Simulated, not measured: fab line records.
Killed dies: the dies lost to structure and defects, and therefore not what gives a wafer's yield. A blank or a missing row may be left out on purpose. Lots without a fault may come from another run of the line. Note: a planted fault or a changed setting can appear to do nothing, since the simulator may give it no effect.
Struck lot and sound lot, side by side / flow nand_harc / 13 out of 1302 route steps
Sound: these wafers, L395.1, L395.3, L395.4. Wafers L385.1, L385.3, L385.4 were the ones struck. At the end, the cause is stated.
Per side, at each step with rows, come the tool, then ch with its chambers, and then its first start. Under that, the readings that differ: sound wafers / struck wafers / difference of the means / sigmas: that difference in standard deviations of wafers without a fault.
alike: a reading whose means differ by less than 2 such deviations, as well as words and numbers matching on both sides. not compared: withheld readings; readings where some wafer has no value; bounds like >300 that might hide an equal value; numbers whose values overlap and for which the record gives no deviation.
A row with sigmas, a row that says differs or no value, or rows on one side alone: a step with any of these is where the two part. Non-overlapping numbers with no deviation appear without sigmas and do not part them. Lack of a reading on every wafer of one side parts them only where that side has two or more wafers.

NHARC_A_ZERO_WELL_DESCUM_12: chemistry O2, time 3 s.
  sound on rie_diel-10 ch 1,2,3, day 15 06:07; struck on rie_diel-08 ch 0,3, day 11 05:47
  alike: drypump_motor_current_A, oes_product_au, rf_vpp_V, showerhead_plenum_p_Torr, throttle_valve_pct
  not compared: rf_hours_counter_h
NHARC_A_ZERO_WELL_ETCH_19: etches the open film in N2/H2, target depth 80 nm, overetch 24 nm, time 87.88 s.
  sound on rie_diel-10 ch 1,2,3, day 15 06:12; struck on rie_diel-08 ch 0,2, day 11 05:53
reading=oes_product_au (a.u.); sound=1.001 1.011 0.997; struck=0.980 0.986 0.986; difference=-0.019; sigmas=-2
  alike: drypump_motor_current_A, rf_vpp_V, showerhead_plenum_p_Torr, throttle_valve_pct
  not compared: rf_hours_counter_h
NHARC_A_ZERO_WELL_ETCH_13: etches the open film in HBr/Cl2, target depth 120 nm, time 40.1 s.
  sound on rie_si-03 ch 0,1,3, day 15 06:19; struck on rie_si-06 ch 0,1,2, day 11 06:01
reading=rf_hours_counter_h (h); sound=0.78 0.68 0.73; struck=1.08 1.03 1.17; difference=+0.36; sigmas=
  alike: drypump_motor_current_A, hbr_flow_sccm, he_backside_leak_sccm, oes_product_au, throttle_valve_pct
then, 4 steps without rows for these wafers: NHARC_A_ZERO_WELL_STRIP_14 (strips in SPM, time 900 s); NHARC_A_ZERO_WELL_IMPLANT_15; NHARC_A_ZERO_WELL_PRECLEAN_22 (cleans in SC1, time 60 s); NHARC_A_ZERO_WELL_SRD_23.
NHARC_A_ZERO_WELL_RTA_16: time 10 s.
  sound on rtp_anneal-01 ch 0, day 15 07:13; struck on rtp_anneal-01 ch 0, day 11 06:55
  alike: lamp_power_pct, wafer_temp_C_max
NHARC_A_ZERO_WELL_INSPECT_17:
  sound on defect_inspect-01 at day 15 07:25; struck on defect_inspect-01 at day 11 07:07
  alike: raw_defect_count
then, 2 steps without rows for these wafers: NHARC_A_SOURCE_PLATE_PRECLEAN_00 (cleans in HF-LAST, time 60 s); NHARC_A_SOURCE_PLATE_SRD_01.
NHARC_A_SOURCE_PLATE_OXIDE_02: material SiO2, target thk 10 nm, ox time 1362 s.
  struck on furnace-03, day 11 08:31; sound on furnace-06 ch 0, day 15 10:58
  no value came back on the struck wafers for ox_temp_c (C), ox_time_s (s), tube_center_temp_C (C); on the sound wafers ox_temp_c (C) reads 899.5 900.5 899.8
then, 1 step without rows for these wafers: NHARC_A_SOURCE_PLATE_PVD_04 (deposits WSi2, target thk 50 nm).

## WHERE THEY PART
Last at NHARC_A_SOURCE_PLATE_OXIDE_02 as far as this record goes, first at NHARC_A_ZERO_WELL_ETCH_19.

WHY: whatever the simulator had introduced
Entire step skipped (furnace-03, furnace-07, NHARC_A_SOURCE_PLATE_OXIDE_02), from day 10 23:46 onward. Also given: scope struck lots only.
